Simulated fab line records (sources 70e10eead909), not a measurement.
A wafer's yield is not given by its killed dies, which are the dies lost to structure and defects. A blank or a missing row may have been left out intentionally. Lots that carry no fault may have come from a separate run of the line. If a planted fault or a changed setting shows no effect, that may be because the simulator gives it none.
Chamber matching	flow nand_harc	4 sister chambers for NHARC_A_CHANNEL_FILL_D2_ALD_02 on ald_hk-03
The step deposits SiO2, target thk 6 nm, pulse time 10 s, ald cycles 60. 8 wafers are shown with their chamber, then 11 later ones without.

WAFERS, EACH WITH ITS CHAMBER
wafer	chamber	heater_power_w (W)	heater_power_outer_w (W)
L079.5	1	517	295
L080.3	2	461	239
L080.5	1	497	287
L080.6	0	464	291
L084.3	3	404	246
L084.5	3	403	250
L084.6	2	459	234
L085.3	0	457	283

WAFERS WITHOUT THEIR CHAMBER
wafer	heater_power_w (W)	heater_power_outer_w (W)
L085.5	443	230
L085.6	503	286
L091.2	465	281
L091.3	458	229
L091.6	458	229
L092.1	502	274
L092.5	497	276
L092.6	461	239
L096.1	403	246
L096.3	504	274
L096.4	447	285

THE CHAMBER EACH PASSED THROUGH
wafer	from the rows above	in truth
L085.5	2	2
L085.6	1	1
L091.2	0	0
L091.3	2	2
L091.6	2	2
L092.1	1	1
L092.5	can't be placed: 1 or 0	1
L092.6	2	2
L096.1	3	3
L096.3	1	1
L096.4	0	0
Placed correctly: 10 of 11. Not placeable from these rows: 1 (in 1, the candidates include the true chamber). Wrongly placed: 0.
How it was worked out, from the rows above alone: a wafer's distance from a chamber is the root of the sum, over the readings, of the square of ((its reading less the chamber's mean) divided by the reading's scatter). The wafer belongs to the nearest chamber; if the next one is less than 2 further off, it can't be placed. The mean given for a chamber averages the wafers shown for that chamber. The scatter is the square root of a quotient: the sum, over the shown wafers, of each reading's squared deviation from its chamber's mean, divided by wafers minus chambers.
